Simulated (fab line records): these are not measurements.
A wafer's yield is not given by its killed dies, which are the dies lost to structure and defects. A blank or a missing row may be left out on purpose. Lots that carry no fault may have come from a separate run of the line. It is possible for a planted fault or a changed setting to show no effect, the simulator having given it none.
Lot-split experiment | flow n5-finfet | route with 1938 steps; 7 lots, 39 wafers read

## ON THE SPLIT
At N5_BEOL_M5_TRENCH_ETCH_37 (etches SiCOH lowk in C4F6/O2, target depth 71.652 nm, time 24.7 s), the setting target-depth-a was moved away from the recipe's 716.52 angstrom on 18 of the 39 wafers read, by -34.5% to +56.2%. All remaining wafers had this setting at the recipe value.

## FROM THE SPLIT TO THE READING: what the file shows between them, 2 steps
- N5_BEOL_M5_ETCH_41: etches SiCN in CH3F/O2, target depth 31.5 nm, time 56.7 s
- N5_BEOL_M5_STRIP_91: strips in N2/H2, time 10 s

## THE READING
trench-depth-nm, in nm, at N5_BEOL_M5_OCD_MEAS_38. On this fab line, fault-free wafers typically give 70.7 nm with a standard deviation of 1.1 nm.

wafer  | tool, chamber at the split | target-depth-a as run, angstrom | against the recipe | trench-depth-nm, nm | against lot-mates on the recipe
L079.1 | rie-diel-06, 3             | 587.2                           | -18.0%             | 57.9                | -12.5
L079.2 | rie-diel-06, 0             | 587.2                           | -18.0%             | 58.9                | -11.5
L079.3 | rie-diel-06, 1             | 587.2                           | -18.0%             | 57.2                | -13.2
L079.4 | rie-diel-06, 2             | 716.52                          | recipe             | 70.1                | -
L079.5 | rie-diel-06, 1             | 716.52                          | recipe             | 70.3                | -
L079.6 | rie-diel-06, 2             | 716.52                          | recipe             | 70.8                | -
L083.1 | rie-diel-01, 1             | 716.52                          | recipe             | 70.0                | -
L083.2 | rie-diel-01, 0             | 545                             | -23.9%             | 53.3                | -16.7
L083.3 | rie-diel-01, 3             | 716.52                          | recipe             | 70.3                | -
L083.4 | rie-diel-01, 0             | 545                             | -23.9%             | 53.4                | -16.6
L083.5 | rie-diel-01, 3             | 545                             | -23.9%             | 53.6                | -16.4
L083.6 | rie-diel-01, 1             | 716.52                          | recipe             | 69.6                | -
L089.1 | rie-diel-01, 1             | 590                             | -17.7%             | 57.9                | -13.2
L089.2 | rie-diel-01, 0             | 716.52                          | recipe             | 71.9                | -
L089.3 | rie-diel-01, 2             | 590                             | -17.7%             | 59.8                | -11.3
L089.4 | rie-diel-01, 3             | 590                             | -17.7%             | 58.0                | -13.1
L089.5 | rie-diel-01, 0             | 716.52                          | recipe             | 71.2                | -
L089.6 | rie-diel-01, 3             | 716.52                          | recipe             | 70.2                | -
L087.1 | rie-diel-06, 1             | 716.52                          | recipe             | 68.9                | -
L087.2 | rie-diel-06, 3             | 716.52                          | recipe             | 71.3                | -
L087.3 | rie-diel-06, 0             | 469.5                           | -34.5%             | 46.9                | -23.0
L087.4 | rie-diel-06, 3             | 469.5                           | -34.5%             | 46.9                | -23.0
L087.5 | rie-diel-06, 1             | 716.52                          | recipe             | 69.6                | -
L087.6 | rie-diel-06, 0             | 469.5                           | -34.5%             | 46.9                | -23.0
L091.1 | rie-diel-05, 2             | 716.52                          | recipe             | 71.5                | -
L091.3 | rie-diel-05, 3             | 716.52                          | recipe             | 70.7                | -
L091.4 | rie-diel-05, 0             | 716.52                          | recipe             | 73.8                | -
L095.1 | rie-diel-05, 2             | 716.52                          | recipe             | 71.0                | -
L095.2 | rie-diel-05, 0             | 716.52                          | recipe             | 73.1                | -
L095.3 | rie-diel-05, 3             | 1119                            | +56.2%             | 110.4               | +38.1
L095.4 | rie-diel-05, 1             | 1119                            | +56.2%             | 108.4               | +36.1
L095.5 | rie-diel-05, 1             | 1119                            | +56.2%             | 108.7               | +36.4
L095.6 | rie-diel-05, 0             | 716.52                          | recipe             | 72.8                | -
L096.1 | rie-diel-01, 1             | 496                             | -30.8%             | 48.5                | -21.5
L096.2 | rie-diel-01, 2             | 716.52                          | recipe             | 71.2                | -
L096.3 | rie-diel-01, 3             | 716.52                          | recipe             | 69.0                | -
L096.4 | rie-diel-01, 0             | 716.52                          | recipe             | 69.8                | -
L096.5 | rie-diel-01, 1             | 496                             | -30.8%             | 47.9                | -22.1
L096.6 | rie-diel-01, 0             | 496                             | -30.8%             | 48.4                | -21.6

FIT RESULTS
A straight line over all 39 wafers: trench-depth-nm changes by +0.695 nm for each +1% of target-depth-a; r = +1.00; the points scatter about the line by 1.1 nm.
The same after taking each lot's own level away (the mean of its wafers on the recipe; 39 wafers): +0.67 nm for each +1%; r = +1.00; scatter 0.85 nm.
Per that fit: largest target-depth-a move, reading shift of 38 nm.
Across the lots, their own levels run from 69.93 to 72.30 nm, a range of 2.2 times the standard deviation given above.
Hence the lot-to-lot level has little effect on the slope; both slopes agree.
Check: for one of the wafers moved furthest among these (+56.2%), held out of the fit, the line's prediction against its lot-mates is +37.2 nm. It came out at +38.1 nm against them.

## ADDITIONAL SPLITS CARRIED BY THESE WAFERS
Before the reading, these wafers also passed through other splits. Each is held against what the fit with the lots' levels taken away leaves over:
other split on the same wafers               | wafers away from the commonest value | r with trench-depth-nm (lot level and that fit taken away)
N5_FIN_SAQP_HM_DEP_72 target-thk-a           | 9                                    | +0.08
N5_FIN_CUT_CUT_ETCH_15 time-s                | 9                                    | -0.04
N5_MOL_CONTACT_COAG_SPUTTER_143 target-thk-a | 12                                   | -0.08
N5_BEOL_M0_SAQP_ETCH_107 target-depth-a      | 12                                   | -0.15

## THE WHOLE CHAIN: every reading that the file lists as answering this split, in the file's order
step                      | what it does                                                        | reading                                                                          | change (the file's fit)                                                              | r (the file's)
N5_BEOL_M5_TRENCH_ETCH_37 | etches SiCOH lowk in C4F6/O2, target depth 71.652 nm, time 24.7 s   | etch.depth-nm (the simulator's own value, which no gauge read)                   | +0.675 nm for each +1% of the setting                                                | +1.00
N5_BEOL_M5_TRENCH_ETCH_37 | etches SiCOH lowk in C4F6/O2, target depth 71.652 nm, time 24.7 s   | BEOL_M5.feature-depth-nm (the simulator's own value, which no gauge read)        | +0.676 nm for each +1% of the setting                                                | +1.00
N5_BEOL_M5_TRENCH_ETCH_37 | etches SiCOH lowk in C4F6/O2, target depth 71.652 nm, time 24.7 s   | TiN_of_BEOL_M5_HM_DEP_02.thk-nm (the simulator's own value, which no gauge read) | -0.0212 nm for each +1% of the setting                                               | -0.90
N5_BEOL_M5_OCD_MEAS_38    |                                                                     | trench-depth-nm                                                                  | +0.673 nm for each +1% of the setting                                                | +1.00
N5_BEOL_M5_CMP_52         | polishes, stops on SiCOH lowk, t overpolish 6.9 s, target thk 62 nm | Cu_of_BEOL_M5_ECD_50.thk-nm (the simulator's own value, which no gauge read)     | +0.692 nm for each +1% of the setting                                                | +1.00
N5_BEOL_M5_RS_MEAS_57     | measures by four-point-probe                                        | M5_RS                                                                            | not straight: 0.752 at the lowest setting, 0.396 at the recipe, 0.224 at the highest | not given

## THE FILE'S OWN FIT
trench-depth-nm changes by +0.673 nm for each +1% of target-depth-a, r = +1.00.
